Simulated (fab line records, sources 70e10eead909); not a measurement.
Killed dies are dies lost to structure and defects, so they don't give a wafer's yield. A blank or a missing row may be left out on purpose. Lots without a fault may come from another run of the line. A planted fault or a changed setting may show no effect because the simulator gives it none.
Which tool did it? | flow nand_harc | 14 lots, 40 wafers sampled, at 5 steps of a route of 1302

WHAT THE GAUGES READ, wafer by wafer
NHARC_A_START_INSPECT_01. Usual: raw_defect_count 3.4, standard deviation 1.9.
lot  | measured     | on                | raw_defect_count | flag
L991 | day 6 13:50  | defect_inspect-02 | 2 4 3            |
L992 | day 7 02:41  | defect_inspect-01 | 4 4 3            |
L993 | day 7 10:50  | defect_inspect-02 | 1 2 5            |
L994 | day 7 20:46  | defect_inspect-01 | 2 0 1            |
L995 | day 8 10:05  | defect_inspect-02 | 7 4 2            |
L996 | day 8 19:29  | defect_inspect-02 | 2 5 5            |
L997 | day 9 10:08  | defect_inspect-01 | 6 9 4            |
L998 | day 9 17:10  | defect_inspect-02 | 5 3 3            |
L999 | day 10 07:47 | defect_inspect-02 | 4 1 4            |
L100 | day 10 20:09 | defect_inspect-01 | 3 2 1            |
L107 | day 13 10:01 | defect_inspect-02 | 3 2              |
L108 | day 13 18:44 | defect_inspect-01 | 2 3              |
L109 | day 14 10:13 | defect_inspect-01 | 1 2 5            |
L112 | day 15 10:49 | defect_inspect-01 | 1 3 2            |

NHARC_A_ZERO_WELL_CD_MEAS_10: target cd 2000 nm. Usual: cd_nm 2000.5 nm, standard deviation 2.
lot  | measured     | on        | cd_nm (nm)           | flag
L991 | day 6 14:41  | cd_sem-01 | 2000.9 1998.5 2002.1 |
L992 | day 7 03:31  | cd_sem-03 | 2002.0 1999.2 1996.6 |
L993 | day 7 11:40  | cd_sem-01 | 1996.1 1999.5 2001.8 |
L994 | day 7 21:36  | cd_sem-03 | 2003.0 2000.1 2002.5 |
L995 | day 8 10:56  | cd_sem-02 | 1995.7 2000.1 1995.0 |
L996 | day 8 20:12  | cd_sem-01 | 2001.9 1998.1 2004.0 |
L997 | day 9 10:58  | cd_sem-03 | 1998.6 2000.1 1998.2 |
L998 | day 9 18:01  | cd_sem-01 | 2001.9 2002.6 1998.5 |
L999 | day 10 08:38 | cd_sem-01 | 2000.5 1998.0 1999.4 |
L100 | day 10 20:52 | cd_sem-01 | 1996.4 2001.2 2002.4 |
L107 | day 13 10:52 | cd_sem-01 | 2000.5 2000.6        |
L108 | day 13 19:27 | cd_sem-01 | 2002.5 2001.9        |
L109 | day 14 11:03 | cd_sem-02 | 2002.7 2002.9 2002.0 |
L112 | day 15 11:32 | cd_sem-03 | 1999.6 2002.1 1999.4 |

NHARC_A_ONON_D1_THK_MEAS_24: measures by ellipsometry. Usual: thk_nm 1000 nm, standard deviation 9.
lot  | measured     | on            | thk_nm (nm)    | flag
L991 | day 8 04:14  | film_metro-01 | 1004 1002 1002 |
L992 | day 8 15:43  | film_metro-01 | 1011 1012 1009 |
L993 | day 9 03:07  | film_metro-02 | 1009 1006 1008 |
L994 | day 9 11:39  | film_metro-02 | 1012 1014 1012 |
L995 | day 9 20:08  | film_metro-02 | 1002 1003 1006 |
L996 | day 10 07:35 | film_metro-01 | 1006 1004 1007 |
L997 | day 10 22:26 | film_metro-02 | 989 991 990    |
L998 | day 11 03:03 | film_metro-01 | 997 997 998    |
L999 | day 11 19:23 | film_metro-02 | 1004 1002 1003 |
L100 | day 12 08:16 | film_metro-01 | 987 987 986    |
L107 | day 14 23:33 | film_metro-01 | 1494 1493      | OFF
L108 | day 15 14:09 | film_metro-02 | 1503 998       | OFF
L109 | day 16 06:20 | film_metro-02 | 1003 1003 1003 |
L112 | day 16 17:56 | film_metro-01 | 994 995 994    |

NHARC_A_ONON_D1_INSPECT_32. Usual: raw_defect_count 67, standard deviation 24.
lot  | measured     | on                | raw_defect_count | flag
L991 | day 8 05:55  | defect_inspect-02 | 66 62 46         |
L992 | day 8 17:32  | defect_inspect-01 | 42 64 101        |
L993 | day 9 04:48  | defect_inspect-02 | 74 49 55         |
L994 | day 9 13:19  | defect_inspect-02 | 48 35 105        |
L995 | day 9 21:49  | defect_inspect-02 | 86 70 50         |
L996 | day 10 09:16 | defect_inspect-01 | 51 42 63         |
L997 | day 11 00:08 | defect_inspect-01 | 61 67 73         |
L998 | day 11 04:43 | defect_inspect-02 | 60 53 47         |
L999 | day 11 21:07 | defect_inspect-02 | 56 56 50         |
L100 | day 12 09:58 | defect_inspect-02 | 52 71 71         |
L107 | day 15 01:16 | defect_inspect-02 | 38 74            |
L108 | day 15 15:51 | defect_inspect-01 | 40 56            |
L109 | day 16 08:17 | defect_inspect-01 | 80 62 55         |
L112 | day 16 19:47 | defect_inspect-02 | 79 72 79         |

WHICH TOOL RAN EACH LOT (tool, then ch and the chambers of the sampled wafers, then the start)
lot  | NHARC_A_ONON_D1_DEP_22
L991 | pecvd_onon-01 ch 0, day 8 03:47
L992 | pecvd_onon-04 ch 0, day 8 15:16
L993 | pecvd_onon-04 ch 0, day 9 02:37
L994 | pecvd_onon-04 ch 0, day 9 11:08
L995 | pecvd_onon-01 ch 0, day 9 19:41
L996 | pecvd_onon-04 ch 0, day 10 07:08
L997 | pecvd_onon-04 ch 0, day 10 22:06
L998 | pecvd_onon-01 ch 0, day 11 02:32
L999 | pecvd_onon-04 ch 0, day 11 18:53
L100 | pecvd_onon-02 ch 0, day 12 07:46
L107 | pecvd_onon-02 ch 0, day 14 23:02
L108 | pecvd_onon-02 ch 0, day 15 13:39
L109 | pecvd_onon-04 ch 0, day 16 05:56
L112 | pecvd_onon-04 ch 0, day 16 17:29
- NHARC_A_ONON_D1_DEP_22: target thk 1000 nm.

WHAT THE TOOLS THEMSELVES READ (means of the sampled wafers that have a number; where no wafer has one, the mark that the record gives instead)
The record holds no such reading with a usual standard deviation.

THE ANSWER, worked out from the rows above alone
Rule: a lot is off if the mean of its wafers that have a number lies more than 3 standard deviations from the usual mean. A lot without any number at a reading at which 4 lots or more have one is off too. The other lots that the step has rows for count as sound. The gauges are gone through in route order, then the tools' own readings, and for those a lot's mean is taken as printed above. The first step at which some lot is off is used, and at that step the reading that is off furthest; a lot without a number counts as furthest.
Off: L107, L108, at NHARC_A_ONON_D1_THK_MEAS_24 (thk_nm).
A tool fits if, at a process step before that reading, it ran every lot that is off, and no sound lot after the first of them. The gauges at NHARC_A_ONON_D1_THK_MEAS_24 are tried like those tools. One fits: pecvd_onon-02 at NHARC_A_ONON_D1_DEP_22. Its last sound lot is L100 (day 12 07:46), its first lot that is off L107 (day 14 23:02): a fault that began between those two fits.

WHAT THE SIMULATOR HAD PUT IN
Process parameter drift: pecvd_onon-02, from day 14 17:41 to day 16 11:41, at NHARC_A_ONON_D1_DEP_22. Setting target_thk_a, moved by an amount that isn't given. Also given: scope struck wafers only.
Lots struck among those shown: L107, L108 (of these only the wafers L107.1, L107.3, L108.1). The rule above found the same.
